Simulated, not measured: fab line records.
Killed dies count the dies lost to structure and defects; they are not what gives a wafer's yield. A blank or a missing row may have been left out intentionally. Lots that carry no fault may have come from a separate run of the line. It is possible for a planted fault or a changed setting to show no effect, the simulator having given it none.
fab line records ; flow n5-finfet
[record] lots = 5; wafers = 15; last-day = 17
route steps=1938 shown HKMG_FIN@407 BEOL_M4@1111 PASSIVATION@1936
lots untouched by any fault: they come from a run of this same line in which no faults occurred
start-h: hours from the record's first day to the start of the lot's first wafer shown ; wait-h: how many hours have passed since the lot's step before this one ; " same as the row above ; L1.1+2: several wafers, shown together as one row ; - no value, or no start was given ; * or withheld: withheld ; < > ~ a bound
route shown NAME@n: NAME is a module with steps in the file, n the number in the route of the first one ; usual: the fault-free wafers' mean and standard deviation ; same: alike in all rows ; chamber/n: place in a boat ; sites: the reading at each site ; _std_site: the values' standard deviation ; _edge_site: outer sites' mean less inner sites' ; radius-mm: for every site, how far away it sits from the centre of the wafer ; mask NAME#n: copy n ; behind: the last tool/chamber to shape the wafer ; hold: the reason the lot was held/the length of the hold in hours/how it ended ; device: the n, p or np transistor that did not switch ; end of line: tests of these same wafers at the route's end ; a step without rows: its recipe alone ; killed: at the first sort, the dies lost to defects and structure; wafer yield is something else ; map: the dies of a wafer, with x for killed, . for not killed, _ for no die there
set.NAME: the run value of the setting; set.NAME@STEP: its run value at that earlier step ; model.NAME: the simulator's own value behind a step, which no gauge read
a table for each step, a row for each wafer; lots at some steps of the route
services: when a tool's chamber went out of use (start-h, in hours from the record's first day, below 0 if earlier), for how many hours, and the reason
[[steps]]
[step N5_HKMG_FIN_STRIP_93]
[recipe] chemistry = N2/H2; material = SOC; time-s = 20; power-w = 500; temp-c = 40; pressure-mtorr = 50; rf-frequency-hz = 6e+07; bias-power-w = 8; h2-frac = 0.5; n2-flow-sccm = 300; h2-flow-sccm = 300
[step N5_HKMG_FIN_WET_ETCH_76]
[recipe] chemistry = dNH4OH; mix = 1:50; temp-c = 25; target = Al2O3; stop-on = La2O3; target-depth-nm = 2.25; dry = ipa-marangoni; rinse-time-s = 30; rinse-temp-c = 23
[step N5_HKMG_FIN_STRIP_60]
[recipe] chemistry = N2/H2; power-w = 2500; temp-c = 300; h2-frac = 0.65; time-s = 360; pressure-mtorr = withheld; n2-flow-sccm = 1750; h2-flow-sccm = 3250
[step N5_HKMG_FIN_WET_ETCH_77]
[recipe] chemistry = dHCl; mix = 1:10000; temp-c = 25; target = La2O3; stop-on = HfO2; target-depth-nm = 2
[step N5_HKMG_FIN_WET_ETCH_78]
[recipe] chemistry = dNH4OH; mix = 1:50; temp-c = 25; target = Al2O3; stop-on = La2O3; target-depth-nm = 4.5; dry = ipa-marangoni; rinse-time-s = 30; rinse-temp-c = 23
[step N5_HKMG_FIN_ALD_79]
[recipe] material = TiN; target-thk-a = 15; temp-c = 400; ald-precursor-family = TiCl4; ald-co-reactant = NH3; pulse-time-s = 1; purge-time-s = 3; co-reactant-purge-time-s = 2; co-reactant-pulse-time-s = 2; ald-cycles = 68; pressure-torr = 3
[step N5_HKMG_FIN_CVD_62]
[recipe] material = a-Si; target-thk-a = 30; temp-c = 500; precursor = Si2H6; pressure-torr = 1; time-s = 20.8
[step N5_HKMG_FIN_RTA_80]
[recipe] temp-c = withheld; time-s = 2; ambient = N2; idle-temp-c = 600; ramp-up-c-per-s = 150; ramp-down-c-per-s = 60; cool-to-c = 600
[step N5_HKMG_FIN_PRECLEAN_64]
[recipe] chemistry = dHF; time-s = 30; temp-c = 25; dilution = withheld
[step N5_HKMG_FIN_WET_ETCH_65]
[recipe] chemistry = TMAH; temp-c = 70; conc-wt-pct = 5; target = a-Si; stop-on = TiN; time-s = 49; target-depth-nm = 3
[step N5_HKMG_FIN_WET_ETCH_81]
[recipe] chemistry = SC1; target = TiN; stop-on = HfO2; mix = 1:1:5; temp-c = 60; time-s = 57; target-depth-nm = 6
[step N5_HKMG_FIN_WET_ETCH_82]
[recipe] chemistry = dHCl; mix = 1:10000; temp-c = 25; target = La2O3; stop-on = HfO2; target-depth-nm = 2; dry = ipa-marangoni; rinse-time-s = 30; rinse-temp-c = 23
[step N5_HKMG_FIN_ALD_36]
[recipe] material = TiN; target-thk-a = 10; temp-c = 400; ald-precursor-family = TiCl4; ald-co-reactant = NH3; pulse-time-s = 1; purge-time-s = 3; co-reactant-purge-time-s = 2; co-reactant-pulse-time-s = 2; ald-cycles = 47; pressure-torr = 3
[usual] ald-cycles = 47/0; chamber-pressure-Torr = 3.000/0.0065; heater-power-w = 866/96; precursor-pulse-height-rel = 1.000/0.02
lot.wafer;tool;chamber;start-h;wait-h;ald-cycles;chamber-pressure-Torr;heater-power-w;precursor-pulse-height-rel
L487.1;ald-metal-02;2;109.95;0.0;47;3.002;856;0.989
L487.5;ald-metal-02;2;109.95;0.0;47;2.999;852;0.989
L487.6;ald-metal-02;3;109.95;0.0;47;2.997;651;1.025
L496.2;ald-metal-02;1;162.19;0.0;-;-;-;-
L496.3;ald-metal-02;3;162.19;0.0;-;-;-;-
L496.5;ald-metal-02;2;162.19;0.0;-;-;-;-
L497.2;ald-metal-01;2;170.66;0.1;-;-;-;-
L497.3;ald-metal-01;1;170.66;0.1;-;-;-;-
L497.4;ald-metal-01;3;170.66;0.1;-;-;-;-
L498.3;ald-metal-01;3;174.71;0.0;-;-;-;-
L498.5;ald-metal-01;3;174.71;0.0;-;-;-;-
L498.6;ald-metal-01;2;174.71;0.0;-;-;-;-
L483.1;ald-metal-04;0;192.82;0.0;47;2.992;957;1.016
L483.4;ald-metal-04;2;192.82;0.0;47;3.001;946;0.951
L483.6;ald-metal-04;1;192.82;0.0;47;2.992;951;0.974
[step N5_HKMG_FIN_PWFM_ALD_03]
[recipe] material = TiN; target-thk-a = 20; temp-c = 400; ald-precursor-family = TiCl4; ald-co-reactant = NH3; pulse-time-s = 1; purge-time-s = 3; co-reactant-purge-time-s = 2; co-reactant-pulse-time-s = 2; ald-cycles = 91; pressure-torr = 3
[step N5_HKMG_FIN_COAT_29]
[recipe] resist = SOC; temp-c = 250; time-s = 60; spin-rpm = 1500; resist-thk-nm = 300
[step N5_HKMG_FIN_COAT_30]
[recipe] resist = SiARC; temp-c = 220; time-s = 60; spin-rpm = 1500; resist-thk-nm = 35
[step N5_HKMG_FIN_COAT_06]
[recipe] resist = CAR-ArF; spin-rpm = 1500; resist-thk-nm = 90
[step N5_HKMG_FIN_EBR_08]
[recipe] solvent = PGMEA; ebr-width-mm = 1.5
[step N5_HKMG_FIN_SOFTBAKE_07]
[recipe] temp-c = 110; time-s = 60; resist = CAR-ArF
[step N5_HKMG_FIN_EXPOSE_09]
[recipe] mask-id = NWFM; na = 1.35; source-shape = conventional; sigma-outer = 0.8; polarization = unpolarized; dose-mj = 39.25
[step N5_HKMG_FIN_PEB_10]
[recipe] peb-temp-c = withheld; peb-time-s = 60; resist = CAR-ArF
[step N5_HKMG_FIN_DEVELOP_11]
[recipe] develop-time-s = 30; developer = TMAH; resist = CAR-ArF; dev-temp-c = 23; rinse-liquid = diw; dry = air-spin
[step N5_HKMG_FIN_DESCUM_17]
[recipe] chemistry = O2; time-s = 7.9; source-power-w = 50; bias-power-w = 20; pressure-mtorr = 20; rf-frequency-hz = 2.712e+07; temp-c = 40; resist = CAR-ArF; o2-flow-sccm = 225
[step N5_HKMG_FIN_ETCH_31]
[recipe] chemistry = CF4; target = SiARC; target-depth-a = 455; mask-material = CAR-ArF; time-s = 75.8; ion-energy-ev = 80; pressure-mtorr = 40; source-w = 545; bias-w = 36; Ar_flow_sccm = 100; cf4-flow-sccm = 100; ends = cleared
[step N5_HKMG_FIN_ETCH_32]
[recipe] chemistry = N2/H2; target = SOC; target-depth-a = 2400; temp-c = 40; time-s = 300; ion-energy-ev = 200; mask-material = SiARC; pressure-mtorr = 30; source-w = 840; bias-w = 150; n2-flow-sccm = 200; h2-flow-sccm = 200
[step N5_HKMG_FIN_STRIP_33]
[recipe] chemistry = N2/H2; temp-c = 40; n2-flow-sccm = 200; h2-flow-sccm = 200; rf-frequency-hz = 6e+07
[step N5_HKMG_FIN_STRIP_34]
[recipe] chemistry = CF4; resist = SiARC; power-w = 300; bias-power-w = 75; pressure-mtorr = 50; cf4-flow-sccm = 150; rf-frequency-hz = 6e+07
[step N5_HKMG_FIN_ETCH_35]
[recipe] chemistry = N2/H2; target = SOC; target-depth-a = 2158; ion-energy-ev = 65; bias-w = 5; source-w = 3000; time-s = 243.4; pressure-mtorr = 30; n2-flow-sccm = 200; h2-flow-sccm = 200
[step N5_HKMG_FIN_STRIP_92]
[recipe] chemistry = N2/H2; material = SOC; time-s = 20; power-w = 500; temp-c = 40; pressure-mtorr = 50; rf-frequency-hz = 6e+07; bias-power-w = 8; h2-frac = 0.5; n2-flow-sccm = 300; h2-flow-sccm = 300
[step N5_HKMG_FIN_WET_ETCH_18]
[recipe] chemistry = SC1; target = TiN; mix = 1:1:5; temp-c = *; time-s = 55; target-depth-nm = 5.2; dry = ipa-marangoni; rinse-time-s = 30; rinse-temp-c = 23
[step N5_HKMG_FIN_STRIP_19]
[recipe] chemistry = N2/H2; power-w = 2500; temp-c = 300; h2-frac = 0.65; time-s = 360; pressure-mtorr = withheld; n2-flow-sccm = 1750; h2-flow-sccm = 3250
[step N5_HKMG_FIN_ALD_91]
[recipe] material = TiN; target-thk-a = 10; temp-c = 400; ald-precursor-family = TiCl4; ald-co-reactant = NH3; pulse-time-s = 1; purge-time-s = 3; co-reactant-purge-time-s = 2; co-reactant-pulse-time-s = 2; ald-cycles = 47; pressure-torr = 3
[step N5_HKMG_FIN_COAT_85]
[recipe] resist = SOC; temp-c = 250; time-s = 60; spin-rpm = 1500; resist-thk-nm = 300
[step N5_HKMG_FIN_ETCH_86]
[recipe] chemistry = N2/H2; target = SOC; target-depth-a = 3932; stop-on = TiN; ion-energy-ev = 100; bias-w = 61; pressure-mtorr = 30; source-w = 850; n2-flow-sccm = 200; h2-flow-sccm = 200
[step N5_HKMG_FIN_STRIP_89]
[recipe] chemistry = N2/H2; material = SOC; time-s = 20; power-w = 500; temp-c = 40; pressure-mtorr = 50; rf-frequency-hz = 6e+07; bias-power-w = 8; h2-frac = 0.5; n2-flow-sccm = 300; h2-flow-sccm = 300
[step N5_HKMG_FIN_WET_ETCH_87]
[recipe] chemistry = SC1; target = TiN; mix = 1:2:40; temp-c = 50; time-s = 154.2; target-depth-nm = 4.7; dry = ipa-marangoni; rinse-time-s = 30; rinse-temp-c = 23
[step N5_HKMG_FIN_STRIP_88]
[recipe] chemistry = N2/H2; power-w = 2500; temp-c = 300; h2-frac = 0.65; time-s = 360; pressure-mtorr = withheld; n2-flow-sccm = 1750; h2-flow-sccm = 3250
[step N5_HKMG_FIN_NWFM_ALD_20]
[recipe] material = TiAlC; target-thk-a = 20; temp-c = 300; ald-precursor-family = TiCl4; ald-co-reactant = TEA; pulse-time-s = 3; purge-time-s = 2; co-reactant-purge-time-s = 2; co-reactant-pulse-time-s = 10; ald-cycles = 7; pressure-torr = 3
[step N5_BEOL_M4_RC_MEAS_101]
[usual] DIBL_N = 36.1/1.6; DIBL_P = 35.7/1.8; IOFF_N = 0.159/0.027; IOFF_P = 0.21/0.03; IOFF_P_85C = 3.6/0.43; IOFF_P_LIN = 0.100/0.011; IOFF_P_LONG = 0.00011/9.7e-06; ION_N = 673/10; ION_P = 462/7.4; SS_N = 71.4/0.56; SS_P = 73.2/0.61; VT_N = 249.7/3; VT_P = -250/3.1; VT_P_LONG = -275/3.3; VT_P_LVT = -98.4/2.7
lot.wafer;tool;chamber;start-h;wait-h;DIBL_N[mV/V];DIBL_P[mV/V];IOFF_N[nA/um];IOFF_P[nA/um];IOFF_P_85C[nA/um];IOFF_P_LIN[nA/um];IOFF_P_LONG[nA/um];ION_N[uA/um];ION_P[uA/um];SS_N[mV/dec];SS_P[mV/dec];VT_N[mV];VT_P[mV];VT_P_LONG[mV];VT_P_LVT[mV]
L487.1;prober-02;0;198.77;0.0;37.3;38.1;0.178;0.21;3.6;0.095;9.1e-05;679;456;72.1;73.0;250.8;-250;-280;-101.0
L487.5;prober-02;0;198.77;0.0;37.5;37.3;0.171;0.20;3.4;0.091;9e-05;664;451;72.0;74.0;252.9;-254;-278;-101.8
L487.6;prober-02;0;198.77;0.0;35.7;36.6;0.153;0.19;3.3;0.088;9.9e-05;673;456;71.6;72.8;252.4;-253;-280;-102.9
L496.2;prober-01;0;255.44;0.2;38.8;37.8;0.196;0.05;1.0;0.021;5.4e-05;686;396;72.3;73.6;246.6;-295;-325;-143.7
L496.3;prober-01;0;255.44;0.2;38.3;37.8;0.196;0.04;1.0;0.019;4.7e-05;685;388;72.3;74.2;247.3;-296;-325;-144.5
L496.5;prober-01;0;255.44;0.2;36.5;34.4;0.146;0.04;0.8;0.017;5.3e-05;679;394;71.3;72.9;251.5;-298;-323;-145.5
L497.2;prober-02;0;255.74;0.2;36.3;35.4;0.162;0.04;1.0;0.021;5.2e-05;668;397;71.7;73.2;249.7;-293;-314;-143.5
L497.3;prober-02;0;255.74;0.2;38.1;38.6;0.210;0.06;1.2;0.026;5.7e-05;677;396;72.6;73.8;243.5;-289;-316;-139.7
L497.4;prober-02;0;255.74;0.2;37.7;39.1;0.206;0.06;1.2;0.025;5.5e-05;685;405;71.9;73.0;244.7;-289;-316;-138.3
L498.3;prober-02;0;276.86;0.3;40.6;42.1;0.289;0.06;1.3;0.028;4.8e-05;697;402;73.1;74.0;239.7;-291;-320;-139.2
L498.5;prober-02;0;276.86;0.3;34.8;35.2;0.147;0.04;0.8;0.018;5.4e-05;674;394;72.1;72.6;249.2;-298;-315;-146.2
L498.6;prober-02;0;276.86;0.3;35.9;36.2;0.167;0.04;0.9;0.020;4.9e-05;676;388;70.6;72.3;246.7;-296;-318;-143.8
L483.1;prober-02;0;307.56;0.0;35.5;35.5;0.162;0.23;4.0;0.108;0.000118;672;467;70.4;73.4;250.9;-247;-273;-95.5
L483.4;prober-02;0;307.56;0.0;34.6;34.5;0.153;0.21;3.7;0.103;0.00011;681;469;70.9;72.9;248.9;-248;-272;-95.9
L483.6;prober-02;0;307.56;0.0;34.1;34.6;0.142;0.21;3.8;0.105;0.000121;674;466;70.9;72.8;251.2;-247;-273;-95.9
[step N5_PASSIVATION_PROBE_49]
[usual] defect-limited-yield = 91.0/1.3; killed_at_M0_to_M3 = 33/10; killed_at_M4_up = 14/5.6; killed-at-contacts = 12/5.8; killed-at-front-end = 43/11; killed-at-other = 4.1/2.8; killed-dies = 106/15; killed-open = 70/12; killed-short = 34/7.5; sort_bin_4_leakage = 0.00/0.0099; sort_bin_5_function = 5.3/0.88; sort_bin_6_memory = 3.3/0.64; sort_bin_8_speed = 0.00/0.016; sort-n-pass = 1074/15; sort-yield-pct = 91.0/1.3
[same] gross-dies = 1180; killed-at-back-side = 0
lot.wafer;tool;chamber;start-h;wait-h;defect-limited-yield[%];killed_at_M0_to_M3;killed_at_M4_up;killed-at-contacts;killed-at-front-end;killed-at-other;killed-dies;killed-open;killed-short;sort_bin_4_leakage[%];sort_bin_5_function[%];sort_bin_6_memory[%];sort_bin_8_speed[%];sort-n-pass;sort-yield-pct[%]
L487.1;prober-02;-;303.44;0.0;90.8;22;9;13;60;4;108;67;37;0;4.7;4.1;0;1072;90.8
L487.5;prober-02;-;303.64;0.2;90.3;30;22;12;44;7;115;81;32;0;5.0;4.5;0;1065;90.3
L487.6;prober-02;-;303.69;0.3;92.9;30;10;7;31;6;84;49;34;0;4.6;2.2;0;1096;92.9
L496.2;prober-01;-;356.75;0.1;91.4;27;26;11;37;1;102;69;29;0;5.3;3.1;91.36;0;0
L496.3;prober-01;-;356.80;0.1;90.2;48;24;4;40;0;116;88;25;0;5.4;4.2;90.17;0;0
L496.5;prober-01;-;356.90;0.2;89.3;41;15;14;54;2;126;82;40;0;5.7;4.2;89.32;0;0
L497.2;prober-01;-;368.00;0.1;91.8;36;5;25;25;6;97;63;34;0;5.3;2.5;91.78;0;0
L497.3;prober-01;-;368.05;0.1;91.1;44;6;18;28;9;105;66;39;0;4.8;3.4;91.10;0;0
L497.4;prober-01;-;368.10;0.2;89.7;47;14;9;46;5;121;67;52;0;6.0;3.7;89.75;0;0
L498.3;prober-01;-;376.28;0.1;89.0;29;19;25;54;3;130;91;39;0.08;6.4;4.5;88.90;0;0
L498.5;prober-01;-;376.38;0.2;90.6;30;21;7;46;7;111;77;34;0;5.7;3.5;90.59;0;0
L498.6;prober-01;-;376.43;0.3;90.3;32;32;16;31;4;115;85;28;0;5.1;4.2;90.25;0;0
// killed by level:class
L487.1 FIN_SAQP:geometric-particle:short=11 STI_FIN_REVEAL:geometric-particle:open=11 MOL_CONTACT_COAG:geometric-particle:open=10 FIN_SAQP:geometric-particle:open=9 STI_FIN_REVEAL:geometric-particle:short=6 GATE_CUT:geometric-particle:open=6 BEOL_M0_SAQP:geometric-particle:open=6 BEOL_M1:geometric-particle:open=6
L487.5 STI_FIN_REVEAL:geometric-particle:open=19 MOL_CONTACT_COAG:geometric-particle:open=9 BEOL_M0_SAQP:geometric-particle:open=9 BEOL_M4:geometric-particle:open=8 STI_FIN_REVEAL:geometric-particle:short=5 STARTING-WAFER:geometric-particle:short=5 BEOL_M0_SAQP:geometric-particle:short=4 BEOL_M0:geometric-particle:open=4
L487.6 FIN_SAQP:geometric-particle:short=7 MOL_CONTACT_COAG:geometric-particle:open=7 BEOL_M2:geometric-particle:open=7 BEOL_M0_SAQP:geometric-particle:short=6 BEOL_M4:geometric-particle:open=6 STI_FIN_REVEAL:geometric-particle:open=5 GATE_CUT:geometric-particle:short=5 BEOL_M1:geometric-particle:open=5
L496.2 STI_FIN_REVEAL:geometric-particle:open=9 BEOL_M4:geometric-particle:open=9 MOL_CONTACT_COAG:geometric-particle:open=8 FIN_SAQP:geometric-particle:open=7 BEOL_M2:geometric-particle:open=7 FIN_SAQP:geometric-particle:short=6 BEOL_M1:geometric-particle:open=5 BEOL_M3:geometric-particle:open=4
L496.3 BEOL_M2:geometric-particle:open=15 BEOL_M4:geometric-particle:open=13 BEOL_M0_SAQP:geometric-particle:open=11 FIN_SAQP:geometric-particle:short=9 STI_FIN_REVEAL:geometric-particle:open=9 FIN_SAQP:geometric-particle:open=7 BEOL_M1:geometric-particle:open=7 BEOL_M0_SAQP:geometric-particle:short=6
L496.5 FIN_SAQP:geometric-particle:open=14 FIN_SAQP:geometric-particle:short=14 STI_FIN_REVEAL:geometric-particle:open=11 MOL_CONTACT_COAG:geometric-particle:open=10 BEOL_M3:geometric-particle:open=8 BEOL_M1:geometric-particle:open=6 BEOL_M0_SAQP:geometric-particle:short=6 BEOL_M0_SAQP:geometric-particle:open=6
L497.2 MOL_CONTACT_COAG:geometric-particle:open=18 FIN_SAQP:geometric-particle:open=8 MOL_CONTACT_COAG:geometric-particle:short=7 BEOL_M1:geometric-particle:open=7 BEOL_M2:geometric-particle:open=7 BEOL_M0_SAQP:geometric-particle:short=6 FIN_SAQP:geometric-particle:short=4 GATE_CUT:geometric-particle:short=4
L497.3 BEOL_M1:geometric-particle:open=14 MOL_CONTACT_COAG:geometric-particle:open=11 BEOL_M3:geometric-particle:open=11 FIN_SAQP:geometric-particle:open=10 FIN_SAQP:geometric-particle:short=8 MOL_CONTACT_COAG:geometric-particle:short=7 BEOL_M0_SAQP:geometric-particle:short=5 BEOL_M2:geometric-particle:short=5
L497.4 BEOL_M0_SAQP:geometric-particle:short=18 STI_FIN_REVEAL:geometric-particle:open=17 BEOL_M0_SAQP:geometric-particle:open=14 MOL_CONTACT_COAG:geometric-particle:open=6 STARTING-WAFER:geometric-particle:short=6 FIN_SAQP:geometric-particle:short=5 STI_FIN_REVEAL:geometric-particle:short=5 BEOL_M4:geometric-particle:open=5
L498.3 BEOL_M0_SAQP:geometric-particle:open=19 MOL_CONTACT_COAG:geometric-particle:open=18 BEOL_M4:geometric-particle:open=13 FIN_SAQP:geometric-particle:open=10 FIN_SAQP:geometric-particle:short=8 STI_FIN_REVEAL:geometric-particle:open=8 BEOL_M0_SAQP:geometric-particle:short=8 DUMMY_GATE:geometric-particle:open=8
L498.5 FIN_SAQP:geometric-particle:open=13 BEOL_M4:geometric-particle:open=12 MOL_CONTACT_COAG:geometric-particle:open=7 BEOL_M0_SAQP:geometric-particle:open=7 FIN_SAQP:geometric-particle:short=6 BEOL_M2:geometric-particle:open=6 STI_FIN_REVEAL:geometric-particle:open=5 DUMMY_GATE:geometric-particle:open=5
L498.6 BEOL_M4:geometric-particle:open=23 MOL_CONTACT_COAG:geometric-particle:open=14 BEOL_M0_SAQP:geometric-particle:open=13 BEOL_M0_SAQP:geometric-particle:short=7 FIN_SAQP:geometric-particle:short=5 STI_FIN_REVEAL:geometric-particle:open=5 DUMMY_GATE:geometric-particle:open=5 STARTING-WAFER:geometric-particle:open=5
// map L496.5 (x killed, . not)
_________________..........x.________________
______________x................._____________
___________x........x......x...x...__________
__________........xxx.......x......x_________
________x.........x...x..............._______
_______...............x....x..........x______
______....x................xx.....x....._____
_____x...x..................x.xx.........____
____.x.............x.............x........___
___...x..x............xx...................__
___......x...........x.......x.......x.x...__
__.x..x....x..x..........x...............xx._
__..........x.x.................x....x......_
_..x.....x.............x...........x.........
_.....................x........x..........x..
_............x.x..........x...x..........x...
_....x.......x.........x..........x..........
_...........x...x.....x...........x..........
_.......x.x..xx...x.............x...x.x..x...
_..........x.....x...x......x............x...
_........x.x.............x...................
__.......xx..............x........x........._
__......................................x..x_
___....x.........x...................x.....__
___...........xx.x........x....x...........__
____......xx..x......x........x........x..___
_____..................x..x...x..........____
______..........x.......x..xx..........._____
_______.........x......................______
________....x...x.......x....x........_______
__________.........................x_________
___________.....x..........xx......__________
______________.x....x.......x..._____________
_________________.x..........________________
// map L497.4 (x killed, . not)
_________________.....x...x..________________
______________............x....._____________
___________.........x............x.__________
__________....x..x.................._________
________.x...........x.......x...x...._______
_______...x.......x........x.........x.______
______................x......x......x..._____
_____....x.............x.................____
____...........x..........................___
___...x...x...x...x..x..........x..........__
___........x....x........x........x........__
__..............x........xx.xx.x..x.......x._
__....x...x........x.....x............x....._
_...........x...x.....x....x.................
_...x.......xx..x.....x......................
_......x......x..........x....x.......x......
_...x.......x.....x.......x.......xx........x
_.........x...............x...x...x.....x....
_x.....x...................x........x........
_...........................................x
_..........x...........x....x.....x..x.......
__......x..............x...................._
__..................x.x........x...x........_
___..................x............x......x.__
___.......x........................x.....x.__
____.x.x.........x...................x.x..___
_____....x..x.x........x................x____
______...x...............x.....x.x.x...._____
_______...........x...x...x.....x....x.______
________...........................x.._______
__________............x.....x......._________
___________......xxx.....x.........__________
______________...........x......_____________
_________________..x.........________________
[[services]]
tool;chamber;start-h;hours;kind
ald-metal-04;-;164.03;1.0;repair
ald-metal-02;3;182.24;6.9;repair
[[key]]
[first-sign] step = N5_HKMG_FIN_ALD_36; reading = tool-record; direction = missing
[effect] step = N5_BEOL_M4_RC_MEAS_101; reading = VT_P_LVT; direction = down; sigmas = 17; usual = -98.4; struck = -142.7
[effect] step = N5_BEOL_M4_RC_MEAS_101; reading = VT_P; direction = down; sigmas = 14; usual = -250; struck = -294
[effect] step = N5_BEOL_M4_RC_MEAS_101; reading = VT_P_LONG; direction = down; sigmas = 14; usual = -275; struck = -319
[effect] step = N5_BEOL_M4_RC_MEAS_101; reading = ION_P; direction = down; sigmas = 8.9; usual = 462; struck = 395
[effect] step = N5_BEOL_M4_RC_MEAS_101; reading = IOFF_P_LIN; direction = down; sigmas = 6.9; usual = 0.100; struck = 0.022
[effect] step = N5_BEOL_M4_RC_MEAS_101; reading = IOFF_P_85C; direction = down; sigmas = 6.1; usual = 3.6; struck = 1.0
[effect] step = N5_BEOL_M4_RC_MEAS_101; reading = IOFF_P_LONG; direction = down; sigmas = 5.9; usual = 0.00011; struck = 5.2e-05
[effect] step = N5_BEOL_M4_RC_MEAS_101; reading = IOFF_P; direction = down; sigmas = 5.4; usual = 0.21; struck = 0.05
[effect] step = N5_PASSIVATION_PROBE_49; reading = sort_bin_8_speed; direction = up; sigmas = 99+; usual = 0.00; struck = 90.36
met-at N5_HKMG_FIN_ALD_36
struck-wafers L496.2,L496.3,L496.5,L497.2,L497.3,L497.4,L498.3,L498.5,L498.6
onset-between 109.95 162.19
[fault] kind = skipped-step-whole; tool = ald-metal-01,ald-metal-02; chamber = -; onset-h = 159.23; steps = N5_HKMG_FIN_ALD_36; scope = struck-lots-only
